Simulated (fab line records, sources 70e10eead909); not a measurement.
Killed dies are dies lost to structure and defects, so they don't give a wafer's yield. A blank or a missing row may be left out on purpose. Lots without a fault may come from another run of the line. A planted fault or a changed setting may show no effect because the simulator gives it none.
A struck lot beside a sound one | flow nand_harc | 15 steps out of a route of 1302
Sound: wafers L460.2, L460.5, L460.6. Struck: wafers L454.1, L454.2, L454.4. The cause comes at the end.
At each step with rows: each side's tool, then ch and its chambers, then its first start. Under that, the readings that differ: sound wafers | struck wafers | difference of the means | sigmas: that difference in standard deviations of wafers without a fault.
alike: readings whose means differ by less than 2 such deviations, and words and numbers that are the same on both sides. not compared: withheld readings, readings that some wafer has no value for, bounds like >300 that may hide the same value, and numbers for which the record gives no deviation and whose values overlap.
The two part at a step that has a row with sigmas, a row that says differs or no value, or rows on one side only. Numbers that don't overlap but have no deviation are shown without sigmas and don't part them. A reading that every wafer of one side lacks parts them only if that side has two wafers or more.

first, 1 step without rows for these wafers: NHARC_A_CONTACT_ETCH_129 (etches the open film in C4F8/O2/Ar, time 197 s, target depth 1918 nm).
NHARC_A_CONTACT_ETCH_130: etches the open film in C4F8/O2/Ar, time 197 s, target depth 1918 nm.
  sound on har_cap_etch-03 ch 0,1, day 28 22:10; struck on har_cap_etch-03 ch 0,1, day 27 05:53
  not compared: rf_hours_counter_h
then, 1 step without rows for these wafers: NHARC_A_CONTACT_ETCH_131 (etches the open film in C4F8/O2/Ar, time 197 s, target depth 1918 nm).
NHARC_A_CONTACT_ETCH_132: etches the open film in C4F8/O2/Ar, time 197 s, target depth 1924 nm.
  sound on har_cap_etch-03 ch 0,1, day 28 22:32; struck on har_cap_etch-03 ch 0,1, day 27 06:31
  not compared: rf_hours_counter_h
NHARC_A_CONTACT_ETCH_133: etches the open film in C4F8/O2/Ar, time 374 s, target depth 1610 nm.
  sound on har_cap_etch-03 ch 0,1, day 28 22:44; struck on har_cap_etch-03 ch 0,1, day 27 06:50
  not compared: rf_hours_counter_h
NHARC_A_CONTACT_ETCH_91: etches the open film in CH3F/O2, target depth 40 nm, time 85.7 s.
  sound on rie_diel-03 ch 1,2, day 28 23:28; struck on rie_diel-11 ch 1,2,3, day 27 07:56
  reading               | sound             | struck            | difference | sigmas
  oes_product_au (a.u.) | 0.919 0.928 0.918 | 1.014 1.005 1.000 | +0.085     | +3
  alike: bias_w, drypump_motor_current_A, mfc_ar_sccm, rf_vpp_V, showerhead_plenum_p_Torr, throttle_valve_pct
  not compared: rf_hours_counter_h
then, 1 step without rows for these wafers: NHARC_A_CONTACT_ETCH_97 (etches the open film in C4F6/O2, target depth 20 nm, time 10 s).
NHARC_A_CONTACT_CD_MEAS_80:
  sound on cd_sem-02, day 28 23:41; struck on cd_sem-03, day 27 08:09
  alike: cd_nm
then, 3 steps without rows for these wafers: NHARC_A_CONTACT_STRIP_103 (strips in N2/H2); NHARC_A_CONTACT_STRIP_104 (strips in CF4/CHF3); NHARC_A_CONTACT_STRIP_105 (strips in O2/COS).
NHARC_A_CONTACT_ETCH_106: etches the open film in CF4/O2, target depth 90 nm, overetch 9 nm, time 49.5 s.
  sound on rie_diel-10 ch 0,2,3, day 28 23:59; struck on rie_diel-11 ch 0,2,3, day 27 08:27
  alike: bias_w, drypump_motor_current_A, mfc_ar_sccm, oes_product_au, rf_vpp_V, showerhead_plenum_p_Torr, throttle_valve_pct
  not compared: rf_hours_counter_h
NHARC_A_CONTACT_STRIP_82: strips in O2.
  sound on rie_diel-10 ch 0,1,3, day 29 00:06; struck on rie_diel-11 ch 0,1,3, day 27 08:32
  no value came back on the struck wafers for any of 8 readings (bias_w (W), chamber_pressure_mTorr (mTorr) and others); on the sound wafers bias_w (W) reads 0 0 0
  not compared: rf_hours_counter_h
then, 1 step without rows for these wafers: NHARC_A_CONTACT_STRIP_83 (strips in post etch residue remover, time 600 s).
-- the record jumps here: 2 days lie between the struck wafers' starts before and after (it left off in module A_CONTACT and takes up again in module END, whose first step shown is number 1302 of the route) --
NHARC_END_SORT_01:
  sound on prober-02 ch 0, day 31 14:36; struck on prober-02 ch 0, day 29 13:07
  reading         | sound | struck      | difference | sigmas
  killed_at_array | 80 76 | 674 671 668 | +593       | +35
  killed_dies     | 80 80 | 677 677 677 | +597       | +35
  alike: killed_at_other, killed_at_periphery, killed_open, killed_short

WHERE THEY PART
First at NHARC_A_CONTACT_ETCH_91; last, within this record, at NHARC_END_SORT_01.

WHY: what the simulator had put in
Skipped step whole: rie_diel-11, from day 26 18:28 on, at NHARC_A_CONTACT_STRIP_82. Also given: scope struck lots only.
